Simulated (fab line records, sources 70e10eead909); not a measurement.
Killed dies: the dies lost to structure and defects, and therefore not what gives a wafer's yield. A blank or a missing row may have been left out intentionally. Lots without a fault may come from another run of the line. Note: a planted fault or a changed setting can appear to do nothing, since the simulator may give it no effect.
fab line records    flow nand_harc
[record] lots = 12  wafers = 36  last_day = 25
route steps=1159 shown P_ZERO_WELL@17 P_STI@90 END@1159
lots with no fault: from the same line, run without faults
start_h: start of the lot's first displayed wafer, in hours after the record's first day    wait_h: time in hours since the lot's previous step    " identical to the entry in the row above    L1.1+2: a single row standing in for several wafers    - no value, or no start was given    * or withheld: withheld    < > ~ a bound
route shown NAME@n: NAME is a module with steps in the file, n the number in the route of the first one    usual: average and standard deviation across the fault-free wafers    same: alike in all rows    chamber/n: place in a boat    sites: per-site readings    _std_site: how widely they spread, as a standard deviation    _edge_site: inner sites' mean taken away from outer sites' mean    radius_mm: for every site, how far away it sits from the centre of the wafer    mask NAME#n: copy n    behind: the last tool/chamber to shape the wafer    hold: cause of the lot's hold/its duration in hours/its outcome    device: whichever transistor did not switch (one of n, p or np)    end of line: the same wafers' tests at the end of the route    a step with no rows: only its recipe    killed: count of dies lost to structure and defects at first sort (not the wafer's yield)    map: a wafer's dies, x killed, . not, _ none there
set.NAME: setting as actually run; set.NAME@STEP: the setting as run at that earlier step    model.NAME: the simulator's own value behind a step, which no gauge read
route steps across a sampled set of lots; one table per step, one row per wafer
services: when a tool's chamber went out of use (start_h, in hours from the record's first day, below 0 if earlier), for how many hours, and the reason
[[steps]]
[step NHARC_P_ZERO_WELL_ETCH_65]
[recipe] target_depth_a = 800  overetch_a = 240  time_s = 87.88  ion_energy_ev = 200  n2_flow_sccm = 150  h2_flow_sccm = 150  ar_flow_sccm = 0  rf_w = 400  bias_w = 150  chemistry = N2/H2
[usual] drypump_motor_current_A = 5.8/0.35  oes_product_au = 1.001/0.0088  rf_vpp_V = 430.7/2.8  showerhead_plenum_p_Torr = 2.04/0.096  throttle_valve_pct = 14.171/0.0085
lot.wafer  tool         chamber  start_h  wait_h  drypump_motor_current_A  oes_product_au  rf_hours_counter_h  rf_vpp_V  showerhead_plenum_p_Torr  throttle_valve_pct
L345.4     rie_diel-05  0        13.49    0.1     5.8                      1.004           0.7                 428.7     1.98                      14.175
L345.1     "            1        "        "       5.1                      0.993           0.9                 426.8     1.92                      14.164
L345.5     "            3        "        "       5.6                      0.996           -                   436.0     2.20                      14.189
L347.1     rie_diel-05  1        25.47    0.1     5.1                      1.001           1.1                 428.1     1.92                      14.167
L347.2     "            3        "        "       5.7                      0.995           0.8                 434.7     2.20                      14.169
L347.6     "            0        "        "       5.8                      0.995           -                   428.3     1.98                      14.163
L348.3     rie_diel-11  3        31.49    0.1     6.0                      0.993           0.4                 432.9     2.12                      14.170
L348.4     "            2        "        "       5.9                      1.000           0.6                 432.8     2.16                      14.173
L348.6     "            0        "        "       6.1                      1.008           -                   430.3     2.02                      14.166
L350.2     rie_diel-11  2        43.49    0.1     5.9                      1.000           1.8                 433.0     2.16                      14.162
L350.3     "            3        "        "       6.1                      1.009           2.3                 431.6     2.12                      14.170
L350.5     "            2        "        "       5.9                      1.001           -                   433.3     2.16                      14.182
L351.1     rie_diel-10  3        49.48    0.1     6.0                      0.985           2.4                 427.6     1.91                      14.166
L351.2     "            1        "        "       5.2                      0.993           2.3                 430.5     2.08                      14.189
L351.3     "            2        "        "       6.0                      1.007           3.0                 428.5     1.96                      14.179
L353.2     rie_diel-10  1        61.57    0.1     5.2                      1.016           3.0                 432.1     2.08                      14.173
L353.3     "            2        "        "       6.0                      1.010           3.6                 426.8     1.96                      14.176
L353.6     "            2        "        "       6.0                      1.009           -                   428.5     1.96                      14.171
L356.3     rie_diel-05  1        79.49    0.1     5.1                      0.998           6.1                 427.3     1.92                      14.180
L356.1     "            2        "        "       6.1                      0.997           6.0                 430.1     2.05                      14.163
L356.6     "            1        "        "       5.1                      0.997           -                   425.4     1.92                      14.173
L364.3     rie_diel-05  0        127.35   0.1     5.8                      0.995           8.1                 429.2     1.97                      14.179
L364.4     "            2        "        "       6.1                      0.999           8.9                 430.3     2.05                      14.174
L364.2     "            3        "        "       5.6                      1.003           7.1                 434.8     2.20                      14.166
L365.4     rie_diel-10  2        133.48   0.1     6.0                      1.013           8.2                 428.7     1.95                      14.175
L365.6     "            2        "        "       6.0                      1.008           -                   428.8     1.95                      14.181
L365.5     "            3        "        "       6.0                      1.000           -                   426.9     1.91                      14.159
L366.2     rie_diel-11  2        139.55   0.1     5.9                      1.000           7.2                 434.8     2.16                      14.169
L366.6     "            2        "        "       5.9                      1.005           -                   433.1     2.16                      14.176
L366.5     "            0        "        "       6.1                      1.015           -                   430.6     2.02                      14.173
L367.3     rie_diel-11  1        145.48   0.1     6.2                      1.002           8.3                 429.0     1.96                      14.171
L367.4     "            3        "        "       6.1                      0.979           8.5                 432.6     2.11                      14.171
L367.5     "            2        "        "       5.9                      1.001           -                   434.5     2.16                      14.161
L368.3     rie_diel-10  1        151.38   0.1     5.2                      1.008           11.4                432.3     2.08                      14.163
L368.4     "            1        "        "       5.2                      1.018           -                   432.2     2.08                      14.164
L368.6     "            3        "        "       5.9                      0.998           -                   425.4     1.90                      14.175
[step NHARC_P_ZERO_WELL_EXPOSE_21]
[recipe] na = 0.6  target_cd_nm = 720  dose_mj = 22.31  mask_id = P_NWELL
lot.wafer   tool            chamber  start_h  wait_h  mask
L345.1+4+5  krf_scanner-04  0        14.30    -       P_NWELL#0
L347.1+2+6  krf_scanner-01  0        26.42    -       P_NWELL#0
L348.3+4+6  krf_scanner-02  0        32.47    -       P_NWELL#0
L350.2+3+5  krf_scanner-04  0        44.43    -       P_NWELL#0
L351.1+2+3  krf_scanner-02  0        50.46    -       P_NWELL#0
L353.2+3+6  krf_scanner-04  0        62.52    -       P_NWELL#0
L356.1+3+6  krf_scanner-02  0        80.43    -       P_PWELL#0
L364.2+3+4  krf_scanner-02  0        128.18   -       P_NWELL#0
L365.4+5+6  krf_scanner-02  0        134.31   -       P_NWELL#0
L366.2+5+6  krf_scanner-01  0        140.51   -       P_NWELL#0
L367.3+4+5  krf_scanner-02  0        146.46   -       P_NWELL#0
L368.3+4+6  krf_scanner-02  0        152.24   -       P_NWELL#0
[step NHARC_P_ZERO_WELL_CD_MEAS_24]
[recipe] target_cd_nm = 720  landing_energy_ev = 500
[usual] cd_nm = 720.4/1.2
[same] landing_energy_ev = 500
lot.wafer  tool       chamber  start_h  wait_h  cd_nm
L345.1     cd_sem-03  0        14.46    -       719.5
L345.4     "          0        "        "       719.9
L345.5     "          0        "        "       720.7
L347.1     cd_sem-02  0        26.58    -       722.1
L347.2     "          0        "        "       721.8
L347.6     "          0        "        "       721.7
L348.3     cd_sem-02  0        32.63    -       720.9
L348.4     "          0        "        "       722.0
L348.6     "          0        "        "       721.7
L350.2     cd_sem-03  0        44.58    -       720.3
L350.3     "          0        "        "       720.6
L350.5     "          0        "        "       719.0
L351.1     cd_sem-01  0        50.63    -       719.2
L351.2     "          0        "        "       718.2
L351.3     "          0        "        "       721.8
L353.2     cd_sem-02  0        62.68    -       722.2
L353.3     "          0        "        "       720.1
L353.6     "          0        "        "       719.7
L356.1     cd_sem-01  0        80.59    -       -
L356.3     "          0        "        "       -
L356.6     "          0        "        "       -
L364.2     cd_sem-01  0        128.33   -       721.4
L364.3     "          0        "        "       720.6
L364.4     "          0        "        "       720.0
L365.4     cd_sem-02  0        134.46   -       718.8
L365.5     "          0        "        "       720.3
L365.6     "          0        "        "       719.8
L366.2     cd_sem-02  0        140.66   -       722.7
L366.5     "          0        "        "       721.0
L366.6     "          0        "        "       720.3
L367.3     cd_sem-03  0        146.61   -       721.1
L367.4     "          0        "        "       719.2
L367.5     "          0        "        "       722.4
L368.3     cd_sem-03  0        152.39   -       720.1
L368.4     "          0        "        "       718.6
L368.6     "          0        "        "       721.2
[step NHARC_P_ZERO_WELL_CD_MEAS_37]
[recipe] target_cd_nm = 720  landing_energy_ev = 500
[usual] cd_nm = 720.2/1.2
[same] landing_energy_ev = 500
lot.wafer  tool       chamber  start_h  wait_h  cd_nm
L345.1     cd_sem-01  0        15.96    -       719.6
L345.4     "          0        "        "       718.2
L345.5     "          0        "        "       718.7
L347.1     cd_sem-03  0        28.20    -       719.9
L347.2     "          0        "        "       721.0
L347.6     "          0        "        "       719.8
L348.3     cd_sem-03  0        34.14    -       720.5
L348.4     "          0        "        "       722.8
L348.6     "          0        "        "       722.1
L350.2     cd_sem-02  0        46.23    -       721.7
L350.3     "          0        "        "       721.1
L350.5     "          0        "        "       719.8
L351.1     cd_sem-01  0        52.27    -       722.1
L351.2     "          0        "        "       721.0
L351.3     "          0        "        "       722.2
L353.2     cd_sem-01  0        64.33    -       721.5
L353.3     "          0        "        "       720.0
L353.6     "          0        "        "       719.5
L356.1     cd_sem-02  0        82.23    -       718.7
L356.3     "          0        "        "       718.5
L356.6     "          0        "        "       719.5
L364.2     cd_sem-01  0        129.97   -       719.5
L364.3     "          0        "        "       719.4
L364.4     "          0        "        "       721.8
L365.4     cd_sem-01  0        136.12   -       721.6
L365.5     "          0        "        "       722.5
L365.6     "          0        "        "       721.3
L366.2     cd_sem-03  0        142.30   -       718.6
L366.5     "          0        "        "       718.8
L366.6     "          0        "        "       719.9
L367.3     cd_sem-03  0        148.13   -       720.2
L367.4     "          0        "        "       718.1
L367.5     "          0        "        "       719.0
L368.3     cd_sem-01  0        154.03   -       720.9
L368.4     "          0        "        "       718.5
L368.6     "          0        "        "       720.4
[step NHARC_P_STI_ETCH_15]
[recipe] target_depth_a = 3000  taper_deg = 4  time_s = 100.1  hbr_flow_sccm = 150  cl2_flow_sccm = 50  rf_w = 400  icp_w = 400  bias_w = 100  chemistry = HBr/Cl2
[usual] drypump_motor_current_A = 5.6/0.54  oes_product_au = 0.998/0.0071  throttle_valve_pct = 26.405/0.0093
lot.wafer  tool       chamber  start_h  wait_h  drypump_motor_current_A  oes_product_au  rf_hours_counter_h  throttle_valve_pct
L345.1     rie_si-06  2        37.64    -       5.5                      0.996           0.1                 26.402
L345.4     "          0        "        "       6.0                      1.005           0.1                 26.405
L345.5     "          1        "        "       4.8                      1.003           -                   26.413
L348.3     rie_si-02  3        49.96    -       5.1                      1.004           0.0                 26.401
L348.4     "          0        "        "       6.0                      1.007           0.0                 26.403
L348.6     "          3        "        "       5.1                      1.001           -                   26.414
L347.2     rie_si-04  1        50.14    -       4.8                      1.004           0.8                 26.407
L347.1     "          2        "        "       5.8                      0.998           0.8                 26.408
L347.6     "          3        "        "       6.5                      1.000           -                   26.401
L350.3     rie_si-02  2        67.41    -       6.4                      1.004           0.2                 26.429
L350.2     "          3        "        "       5.1                      1.004           0.3                 26.399
L350.5     "          2        "        "       6.4                      0.999           -                   26.392
L351.3     rie_si-06  0        72.01    -       5.9                      1.000           0.3                 26.397
L351.2     "          1        "        "       4.8                      1.003           0.3                 26.390
L351.1     "          3        "        "       5.2                      0.983           0.3                 26.402
L353.3     rie_si-06  2        80.21    -       5.5                      0.998           0.4                 26.400
L353.2     "          0        "        "       5.9                      1.009           0.4                 26.410
L353.6     "          1        "        "       4.8                      0.998           -                   26.408
L364.2     rie_si-04  0        152.53   -       5.5                      0.989           0.2                 26.396
L364.3     "          1        "        "       4.8                      0.993           0.2                 26.402
L364.4     "          2        "        "       5.8                      0.996           0.3                 26.407
L365.4     rie_si-02  0        152.58   -       6.0                      0.997           0.8                 26.398
L365.6     "          2        "        "       6.4                      1.002           -                   26.408
L365.5     "          3        "        "       5.1                      0.987           -                   26.415
L366.2     rie_si-04  3        162.04   -       6.5                      1.010           0.4                 26.404
L366.6     "          3        "        "       6.5                      1.001           -                   26.401
L366.5     "          2        "        "       5.8                      0.991           -                   26.402
L368.4     rie_si-02  2        169.74   -       6.4                      1.003           1.1                 26.401
L368.3     "          0        "        "       6.0                      0.998           0.9                 26.418
L368.6     "          1        "        "       5.7                      1.002           -                   26.401
L367.3     rie_si-04  1        169.88   -       4.8                      0.989           0.3                 26.391
L367.4     "          0        "        "       5.5                      0.988           0.4                 26.407
L367.5     "          1        "        "       4.8                      0.982           -                   26.404
[step NHARC_END_SORT_01]
[recipe] temp_c = 25
[usual] killed_at_array = 27/11  killed_at_other = 0.7/0.93  killed_at_periphery = 2.9/1.9  killed_dies = 30/11  killed_open = 3.1/1.7  killed_short = 1.9/1.3
[same] gross_dies = 677
lot.wafer  tool       chamber  start_h  wait_h  killed_at_array  killed_at_other  killed_at_periphery  killed_dies  killed_open  killed_short
L356.1     prober-01  0        523.01   2.5     16               0                661                  677          2            1
L356.3     prober-01  0        524.63   3.1     20               0                657                  677          2            4
L356.6     prober-01  0        527.06   4.0     29               0                648                  677          5            4
// killed by level:class
L356.1 P_ZERO_WELL:area_expose=658 A_STAIRCASE:chamber_film_flake=5 A_ZERO_WELL:chamber_film_flake=4 A_CHANNEL_HOLE_D1:chamber_film_flake=2 A_WL_FILL:chamber_film_flake=2 P_M0:geometric_particle:open=1 A_CHANNEL_FILL_D1:geometric_particle:open=1 A_M0:geometric_particle:short=1
L356.3 P_ZERO_WELL:area_expose=654 A_STAIRCASE:chamber_film_flake=10 A_CHANNEL_HOLE_D1:chamber_film_flake=3 A_ONON_D1:geometric_particle:short=2 A_CONTACT:chamber_film_flake=2 P_GATE:geometric_particle:open=1 P_M2:geometric_particle:short=1 A_M0:geometric_particle:open=1
L356.6 P_ZERO_WELL:area_expose=643 A_CHANNEL_HOLE_D1:chamber_film_flake=9 A_STAIRCASE:chamber_film_flake=7 A_ZERO_WELL:chamber_film_flake=4 A_CONTACT:geometric_particle:open=2 A_M0:geometric_particle:open=2 P_STI:chamber_film_flake=2 P_CONTACT:geometric_particle:short=1
[[services]]
tool            chamber  start_h  hours  kind
rie_diel-10     -        -0.44    9.0    pm
rie_si-06       0        5.89     10.9   repair
rie_diel-11     -        12.59    9.0    pm
rie_diel-10     1        17.22    1.5    repair
rie_si-04       1        21.85    8.4    repair
rie_si-04       0        28.54    7.9    repair
rie_si-02       -        34.00    9.0    pm
krf_scanner-02  -        38.00    4.0    pm
rie_diel-05     3        44.58    7.6    repair
rie_si-04       3        55.24    1.0    repair
rie_diel-11     0        58.41    2.0    repair
rie_diel-10     2        72.20    15.8   repair
krf_scanner-02  -        94.89    2.5    repair
rie_diel-11     2        94.90    7.3    repair
rie_si-04       -        99.00    9.0    pm
rie_diel-10     3        102.31   4.6    repair
krf_scanner-02  -        105.24   1.7    repair
rie_diel-10     -        118.42   4.4    repair
rie_diel-11     3        139.44   3.0    repair
rie_si-02       0        145.72   2.0    repair
rie_diel-10     2        151.03   6.8    repair
rie_diel-05     -        151.26   0.7    repair
rie_si-04       1        159.37   5.1    repair
rie_diel-05     -        163.60   9.0    pm
[[key]]
[first_sign] step = NHARC_P_ZERO_WELL_EXPOSE_21  reading = mask  direction = changed
[effect] step = NHARC_P_ZERO_WELL_CD_MEAS_24  reading = cd_nm  direction = missing
[effect] step = NHARC_END_SORT_01  reading = killed_at_periphery  direction = up  sigmas = 99+  usual = 2.9  struck = 655.3
[more_kills_born_at] NHARC_P_ZERO_WELL_EXPOSE_21@krf_scanner-02 = 1955
met_at NHARC_P_ZERO_WELL_EXPOSE_21
struck_lots L356
later_rows_left_out L356.1,L356.3,L356.6
tester_left_out L356
not_acting_at NHARC_P_ZERO_WELL_ETCH_65,NHARC_P_ZERO_WELL_CD_MEAS_37,NHARC_P_STI_ETCH_15
onset_between 50.46 80.43
[fault] kind = wrong_mask  tool = any  chamber = -  onset_h = 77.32  steps = NHARC_P_ZERO_WELL_EXPOSE_21  aux_copy = P_PWELL#0  scope = struck_lots_only
// tester_left_out: of these lots the tester's yield and bins aren't shown, on N5 and GAA mostly nor the transistor test; their killed dies are dies lost to structure and defects alone, not to doping, threshold or leakage, so they don't give the yield
// later_rows_left_out: the simulator's readings of these wafers behind a module that went badly wrong aren't trusted and aren't shown, but for the sort
